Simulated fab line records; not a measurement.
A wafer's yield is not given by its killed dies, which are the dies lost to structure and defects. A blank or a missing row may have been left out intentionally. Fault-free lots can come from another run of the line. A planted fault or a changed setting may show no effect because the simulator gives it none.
fab line records + flow n5-finfet + part 2 of 2: steps 22 to 28 of 28
record:
- lots: 5
- wafers: 15
- last-day: 19
route steps=1938 shown BEOL_M0_SAQP@673
lots with no fault: from the same line, run without faults
start-h: the number of hours between the record's first day and the start of the first shown wafer of the lot + wait-h: time in hours since the lot's previous step + " repeats the value in the row above + L1.1+2: several wafers, shown together as one row + - either no value or no given start + * or withheld: withheld + < > ~ a bound
route shown NAME@n: a module of which the file shows steps, and the number in the route of the first + usual: average and standard deviation across the fault-free wafers + same: alike in all rows + chamber/n: place in a boat + sites: per-site readings + _std_site: standard deviation across them + _edge_site: mean of outer sites minus mean of inner sites + radius-mm: for every site, how far away it sits from the centre of the wafer + mask NAME#n: copy n + behind: the last tool/chamber to shape the wafer + hold: the reason the lot was held/the length of the hold in hours/how it ended + device: whichever transistor did not switch (one of n, p or np) + end of line: tests run on the same wafers once the route is complete + a step without rows: its recipe alone + killed: at the first sort, the dies lost to defects and structure; wafer yield is something else + map: per-die view of a wafer (x killed, . not killed, _ where there is no die)
set.NAME: the setting the step ran with; set.NAME@STEP: the setting that earlier step ran with + model.NAME: the simulator's own value behind a step, which no gauge read
lots seen at some steps along the route; tables by step, rows by wafer
services: when a tool's chamber went out of use (start-h, in hours from the record's first day, below 0 if earlier), for how many hours, and the reason
== steps ==
step: N5_BEOL_M0_SAQP_ETCH_73
recipe:
- chemistry: CF4
- target: SiARC
- target-depth-a: 195
- mask-material: CAR-EUV
- time-s: 32.5
- ion-energy-ev: 80
- pressure-mtorr: 40
- source-w: 545
- bias-w: 36
- Ar_flow_sccm: 100
- cf4-flow-sccm: 100
- ends: cleared
usual:
- drypump-motor-current-A: 5.5/0.39
- etch-rf-on-time-s: 32.5/0.58
- oes-product-au: 0.67/0.068
- rf-vpp-V: 184.2/0.96
- showerhead-plenum-p-Torr: 2.14/0.044
- throttle-valve-pct: 15.62/0.25
| lot.wafer | tool        | chamber | start-h | wait-h | drypump-motor-current-A | etch-rf-on-time-s | oes-product-au | rf-hours-counter-h | rf-vpp-V | showerhead-plenum-p-Torr | throttle-valve-pct |
|-----------|-------------|---------|---------|--------|-------------------------|-------------------|----------------|--------------------|----------|--------------------------|--------------------|
| L074.1    | rie-diel-03 | 1       | 114.02  | 0.0    | 5.1                     | 32.3              | 0.72           | 64                 | 185.0    | 2.17                     | 15.33              |
| L074.5    | "           | 2       | "       | "      | 5.7                     | 32.8              | 0.62           | -                  | 185.9    | 2.22                     | 15.42              |
| L074.6    | "           | 1       | "       | "      | 5.1                     | 32.4              | 0.72           | -                  | 185.9    | 2.17                     | 15.35              |
| L079.1    | rie-diel-06 | 2       | 153.65  | 0.0    | 5.8                     | 32.3              | 0.68           | 92                 | 185.6    | 2.16                     | 15.64              |
| L079.3    | "           | 3       | "       | "      | 5.1                     | 33.1              | 0.58           | 238                | 184.1    | 2.11                     | 15.95              |
| L079.4    | "           | 3       | "       | "      | 5.1                     | 33.4              | 0.59           | -                  | 184.6    | 2.11                     | 15.95              |
| L082.1    | rie-diel-06 | 2       | 168.66  | 0.0    | 5.8                     | 31.7              | 0.68           | 101                | 183.7    | 2.16                     | 15.67              |
| L082.3    | "           | 3       | "       | "      | 5.1                     | 32.9              | 0.59           | 246                | 183.5    | 2.10                     | 15.95              |
| L082.6    | "           | 0       | "       | "      | 5.4                     | 33.6              | 0.61           | -                  | 185.6    | 2.13                     | 15.86              |
| L088.1    | rie-diel-06 | 2       | 200.18  | 0.0    | 5.8                     | 31.5              | 0.67           | 112                | 185.0    | 2.16                     | 15.70              |
| L088.4    | "           | 3       | "       | "      | 5.2                     | 31.4              | 0.86           | 2                  | 184.1    | 2.10                     | 15.46              |
| L088.6    | "           | 3       | "       | "      | 5.2                     | 31.4              | 0.85           | -                  | 184.2    | 2.10                     | 15.45              |
| L096.1    | rie-diel-03 | 2       | 254.43  | 0.0    | 5.8                     | 33.2              | 0.59           | 205                | 184.0    | 2.21                     | 15.50              |
| L096.2    | "           | 1       | "       | "      | 5.1                     | 32.5              | 0.69           | 103                | 183.5    | 2.16                     | 15.42              |
| L096.3    | "           | 3       | "       | "      | 5.4                     | 32.2              | 0.63           | 165                | 184.1    | 2.13                     | 15.89              |
step: N5_BEOL_M0_SAQP_CUT_ETCH_46
recipe:
- chemistry: N2/H2
- target: SOC
- target-depth-a: 1350
- overetch-a: 270
- temp-c: 40
- time-s: 202.5
- ion-energy-ev: 200
- mask-material: SiARC
- pressure-mtorr: 30
- source-w: 840
- bias-w: 150
- n2-flow-sccm: 200
- h2-flow-sccm: 200
usual:
- drypump-motor-current-A: 5.5/0.39
- rf-vpp-V: 523.8/1.8
- showerhead-plenum-p-Torr: 2.54/0.053
- throttle-valve-pct: 17.80/0.25
| lot.wafer | tool        | chamber | start-h | wait-h | drypump-motor-current-A | rf-hours-counter-h | rf-vpp-V | showerhead-plenum-p-Torr | throttle-valve-pct |
|-----------|-------------|---------|---------|--------|-------------------------|--------------------|----------|--------------------------|--------------------|
| L074.1    | rie-diel-03 | 1       | 114.05  | 0.0    | 5.1                     | 64                 | 525.3    | 2.58                     | 17.56              |
| L074.5    | "           | 2       | "       | "      | 5.8                     | -                  | 528.0    | 2.63                     | 17.48              |
| L074.6    | "           | 1       | "       | "      | 5.1                     | -                  | 525.6    | 2.58                     | 17.56              |
| L079.1    | rie-diel-06 | 2       | 153.68  | 0.0    | 5.9                     | 92                 | 525.1    | 2.57                     | 17.85              |
| L079.3    | "           | 3       | "       | "      | 5.2                     | 238                | 522.7    | 2.49                     | 18.07              |
| L079.4    | "           | 3       | "       | "      | 5.2                     | -                  | 522.9    | 2.49                     | 18.04              |
| L082.1    | rie-diel-06 | 2       | 168.69  | 0.0    | 5.8                     | 101                | 525.0    | 2.57                     | 17.86              |
| L082.3    | "           | 3       | "       | "      | 5.1                     | 246                | 522.7    | 2.49                     | 18.06              |
| L082.6    | "           | 0       | "       | "      | 5.4                     | -                  | 523.7    | 2.52                     | 18.05              |
| L088.1    | rie-diel-06 | 2       | 200.22  | 0.0    | 5.8                     | 112                | 524.1    | 2.56                     | 17.87              |
| L088.4    | "           | 3       | "       | "      | 5.2                     | 2                  | 521.1    | 2.49                     | 17.61              |
| L088.6    | "           | 3       | "       | "      | 5.2                     | -                  | 521.7    | 2.49                     | 17.63              |
| L096.1    | rie-diel-03 | 2       | 254.47  | 0.0    | 5.8                     | 206                | 526.3    | 2.61                     | 17.57              |
| L096.2    | "           | 1       | "       | "      | 5.2                     | 103                | 522.9    | 2.56                     | 17.64              |
| L096.3    | "           | 3       | "       | "      | 5.4                     | 165                | 521.4    | 2.54                     | 18.13              |
step: N5_BEOL_M0_SAQP_STRIP_74
recipe:
- chemistry: N2/H2
- temp-c: 40
- n2-flow-sccm: 200
- h2-flow-sccm: 200
- rf-frequency-hz: 6e+07
| lot.wafer  | tool        | chamber | start-h | wait-h |
|------------|-------------|---------|---------|--------|
| L074.1+5+6 | rie-diel-03 | 1,2,1   | 114.21  | 0.1    |
| L079.1+3+4 | rie-diel-06 | 2,3,3   | 153.84  | 0.1    |
| L082.1+3+6 | rie-diel-06 | 2,3,0   | 168.85  | 0.1    |
| L088.1+4+6 | rie-diel-06 | 2,3,3   | 200.37  | 0.1    |
| L096.1+2+3 | rie-diel-03 | 2,1,3   | 254.62  | 0.1    |
step: N5_BEOL_M0_SAQP_STRIP_89
recipe:
- chemistry: N2/H2
- temp-c: 40
- n2-flow-sccm: 200
- h2-flow-sccm: 200
- rf-frequency-hz: 6e+07
| lot.wafer  | tool        | chamber | start-h | wait-h |
|------------|-------------|---------|---------|--------|
| L074.1+5+6 | rie-diel-03 | 1,2,1   | 114.22  | 0.0    |
| L079.1+3+4 | rie-diel-06 | 2,3,3   | 153.85  | 0.0    |
| L082.1+3+6 | rie-diel-06 | 2,3,0   | 168.86  | 0.0    |
| L088.1+4+6 | rie-diel-06 | 2,3,3   | 200.38  | 0.0    |
| L096.1+2+3 | rie-diel-03 | 2,1,3   | 254.63  | 0.0    |
step: N5_BEOL_M0_SAQP_ALD_48
recipe:
- material: SiO2
- target-thk-a: 200
- temp-c: 100
- ald-precursor-family: BDEAS
- ald-co-reactant: O2-plasma
- pulse-time-s: 1
- co-reactant-pulse-time-s: 1
- purge-time-s: 2
- co-reactant-purge-time-s: 2
- ald-cycles: 139
- pressure-torr: 2
usual:
- heater-power-w: 79/7.5
- precursor-pulse-height-rel: 0.998/0.02
same:
- ald-cycles: 139
- co-reactant-pulse-time-s: 1
- pulse-time-s: 1
- purge-time-s: 2
| lot.wafer | tool       | chamber | start-h | wait-h | heater-power-w | precursor-pulse-height-rel |
|-----------|------------|---------|---------|--------|----------------|----------------------------|
| L074.1    | ald-sin-01 | 2       | 114.43  | 0.2    | 83             | 0.984                      |
| L074.5    | "          | 2       | "       | "      | 82             | 1.016                      |
| L074.6    | "          | 3       | "       | "      | 86             | 1.014                      |
| L079.1    | ald-sin-02 | 2       | 153.88  | 0.0    | 80             | 0.986                      |
| L079.3    | "          | 3       | "       | "      | 61             | 1.002                      |
| L079.4    | "          | 1       | "       | "      | 81             | 1.036                      |
| L082.1    | ald-sin-02 | 0       | 168.93  | 0.1    | 82             | 1.058                      |
| L082.3    | "          | 3       | "       | "      | 61             | 0.991                      |
| L082.6    | "          | 0       | "       | "      | 82             | 0.990                      |
| L088.1    | ald-sin-02 | 1       | 200.43  | 0.0    | 84             | 1.033                      |
| L088.4    | "          | 2       | "       | "      | 79             | 1.011                      |
| L088.6    | "          | 2       | "       | "      | 80             | 0.980                      |
| L096.1    | ald-sin-04 | 0       | 254.67  | 0.0    | 80             | 0.986                      |
| L096.2    | "          | 2       | "       | "      | 83             | 0.967                      |
| L096.3    | "          | 1       | "       | "      | 82             | 1.011                      |
step: N5_BEOL_M0_SAQP_ETCH_49
recipe:
- chemistry: CF4/O2
- target-depth-a: 370
- target: SiO2
- pressure-mtorr: 40
- source-w: 535
- bias-w: 49
- Ar_flow_sccm: 100
- cf4-flow-sccm: 100
- O2_flow_sccm: 10
- ion-energy-ev: 100
usual:
- drypump-motor-current-A: 5.5/0.4
- oes_ar_750_au: 0.79/0.073
- oes-product-au: 0.79/0.077
- rf-vpp-V: 240.8/2.9
- showerhead-plenum-p-Torr: 2.21/0.043
- throttle-valve-pct: 15.86/0.26
| lot.wafer | tool        | chamber | start-h | wait-h | drypump-motor-current-A | oes_ar_750_au | oes-product-au | rf-hours-counter-h | rf-vpp-V | showerhead-plenum-p-Torr | throttle-valve-pct |
|-----------|-------------|---------|---------|--------|-------------------------|---------------|----------------|--------------------|----------|--------------------------|--------------------|
| L074.1    | rie-diel-03 | 1       | 114.96  | 0.3    | 5.2                     | 0.85          | 0.84           | 65                 | 242.7    | 2.23                     | 15.57              |
| L074.5    | "           | 3       | "       | "      | 5.4                     | 0.78          | 0.77           | -                  | 237.6    | 2.21                     | 16.05              |
| L074.6    | "           | 2       | "       | "      | 5.8                     | 0.73          | 0.72           | -                  | 242.1    | 2.29                     | 15.65              |
| L079.1    | rie-diel-03 | 1       | 154.41  | 0.3    | 5.1                     | 0.83          | 0.82           | 78                 | 240.6    | 2.23                     | 15.60              |
| L079.3    | "           | 0       | "       | "      | 6.2                     | 0.95          | 0.94           | 5                  | 238.6    | 2.17                     | 15.49              |
| L079.4    | "           | 0       | "       | "      | 6.2                     | 0.95          | 0.94           | -                  | 237.4    | 2.17                     | 15.50              |
| L082.1    | rie-diel-05 | 2       | 169.46  | 0.3    | 5.8                     | 0.81          | 0.82           | 98                 | 240.2    | 2.23                     | 16.13              |
| L082.3    | "           | 3       | "       | "      | 5.4                     | 0.77          | 0.77           | 125                | 246.5    | 2.22                     | 15.62              |
| L082.6    | "           | 0       | "       | "      | 4.9                     | 0.71          | 0.69           | -                  | 238.3    | 2.18                     | 16.15              |
| L088.1    | rie-diel-06 | 3       | 200.95  | 0.3    | 5.2                     | 0.98          | 1.00           | 2                  | 239.3    | 2.17                     | 15.69              |
| L088.4    | "           | 2       | "       | "      | 5.8                     | 0.77          | 0.78           | 112                | 239.3    | 2.22                     | 15.94              |
| L088.6    | "           | 3       | "       | "      | 5.2                     | 0.98          | 0.99           | -                  | 239.4    | 2.17                     | 15.70              |
| L096.1    | rie-diel-05 | 0       | 255.19  | 0.3    | 4.9                     | 0.69          | 0.68           | 239                | 237.1    | 2.18                     | 16.20              |
| L096.2    | "           | 2       | "       | "      | 5.8                     | 0.80          | 0.80           | 120                | 239.3    | 2.22                     | 16.19              |
| L096.3    | "           | 3       | "       | "      | 5.4                     | 0.75          | 0.75           | 145                | 247.5    | 2.21                     | 15.66              |
step: N5_BEOL_M0_SAQP_STRIP_75
recipe:
- chemistry: CF4
- resist: SiARC
- power-w: 300
- bias-power-w: 75
- pressure-mtorr: 50
- cf4-flow-sccm: 150
- rf-frequency-hz: 6e+07
usual:
- drypump-motor-current-A: 5.5/0.4
- oes-product-au: 0.182/0.017
- rf-vpp-V: 271.1/1
- showerhead-plenum-p-Torr: 1.79/0.036
- throttle-valve-pct: 13.58/0.26
| lot.wafer | tool        | chamber | start-h | wait-h | drypump-motor-current-A | oes-product-au | rf-hours-counter-h | rf-vpp-V | showerhead-plenum-p-Torr | throttle-valve-pct |
|-----------|-------------|---------|---------|--------|-------------------------|----------------|--------------------|----------|--------------------------|--------------------|
| L074.1    | rie-diel-03 | 1       | 115.06  | 0.1    | 5.2                     | 0.194          | 65                 | 271.6    | 1.81                     | 13.29              |
| L074.5    | "           | 3       | "       | "      | 5.4                     | 0.178          | -                  | 270.8    | 1.79                     | 13.78              |
| L074.6    | "           | 2       | "       | "      | 5.7                     | 0.171          | -                  | 272.1    | 1.86                     | 13.44              |
| L079.1    | rie-diel-03 | 1       | 154.51  | 0.1    | 5.1                     | 0.191          | 78                 | 272.1    | 1.81                     | 13.32              |
| L079.3    | "           | 0       | "       | "      | 6.2                     | 0.204          | 5                  | 270.3    | 1.76                     | 13.19              |
| L079.4    | "           | 0       | "       | "      | 6.2                     | 0.221          | -                  | 270.2    | 1.76                     | 13.18              |
| L082.1    | rie-diel-05 | 2       | 169.56  | 0.1    | 5.8                     | 0.190          | 98                 | 271.4    | 1.82                     | 13.84              |
| L082.3    | "           | 3       | "       | "      | 5.4                     | 0.174          | 125                | 270.4    | 1.80                     | 13.36              |
| L082.6    | "           | 0       | "       | "      | 4.9                     | 0.164          | -                  | 269.9    | 1.78                     | 13.88              |
| L088.1    | rie-diel-06 | 3       | 201.05  | 0.1    | 5.1                     | 0.220          | 2                  | 270.3    | 1.76                     | 13.39              |
| L088.4    | "           | 2       | "       | "      | 5.9                     | 0.182          | 112                | 272.4    | 1.81                     | 13.64              |
| L088.6    | "           | 3       | "       | "      | 5.1                     | 0.230          | -                  | 271.9    | 1.76                     | 13.40              |
| L096.1    | rie-diel-05 | 0       | 255.29  | 0.1    | 4.9                     | 0.150          | 239                | 270.9    | 1.77                     | 13.95              |
| L096.2    | "           | 2       | "       | "      | 5.8                     | 0.183          | 120                | 270.0    | 1.81                     | 13.91              |
| L096.3    | "           | 3       | "       | "      | 5.4                     | 0.171          | 145                | 270.2    | 1.79                     | 13.41              |
== services ==
| tool           | chamber | start-h | hours | kind   |
|----------------|---------|---------|-------|--------|
| euv-scanner-01 | -       | 92.82   | 1.0   | pm     |
| ald-sin-01     | -       | 93.32   | 1.1   | repair |
| euv-scanner-02 | -       | 104.93  | 1.0   | pm     |
| rie-si-03      | -       | 106.36  | 0.2   | repair |
| rie-si-04      | 0       | 143.64  | 3.5   | repair |
| rie-diel-06    | 1       | 144.27  | 14.9  | repair |
| rie-diel-03    | 3       | 152.15  | 13.5  | repair |
| rie-diel-03    | -       | 157.17  | 10.0  | pm     |
| euv-scanner-02 | -       | 161.07  | 1.0   | pm     |
| rie-si-04      | 0       | 164.24  | 2.1   | repair |
| rie-diel-05    | 3       | 175.74  | 3.6   | repair |
| ald-sin-01     | -       | 177.28  | 1.1   | repair |
| ald-sin-01     | 3       | 200.20  | 3.2   | repair |
| euv-scanner-01 | -       | 205.15  | 1.0   | pm     |
| rie-diel-03    | 0       | 209.33  | 4.7   | repair |
| rie-si-03      | 3       | 213.05  | 8.5   | repair |
| euv-scanner-02 | -       | 217.22  | 1.0   | pm     |
| rie-si-03      | 1       | 226.40  | 2.0   | repair |
| rie-diel-06    | 0       | 235.18  | 4.9   | repair |
| ald-sin-01     | 2       | 237.46  | 3.8   | repair |
| euv-scanner-02 | -       | 238.24  | 4.6   | pm     |
| euv-scanner-02 | -       | 243.42  | 3.1   | repair |
| euv-scanner-01 | -       | 246.51  | 4.6   | pm     |
| euv-scanner-01 | -       | 255.27  | 2.2   | repair |
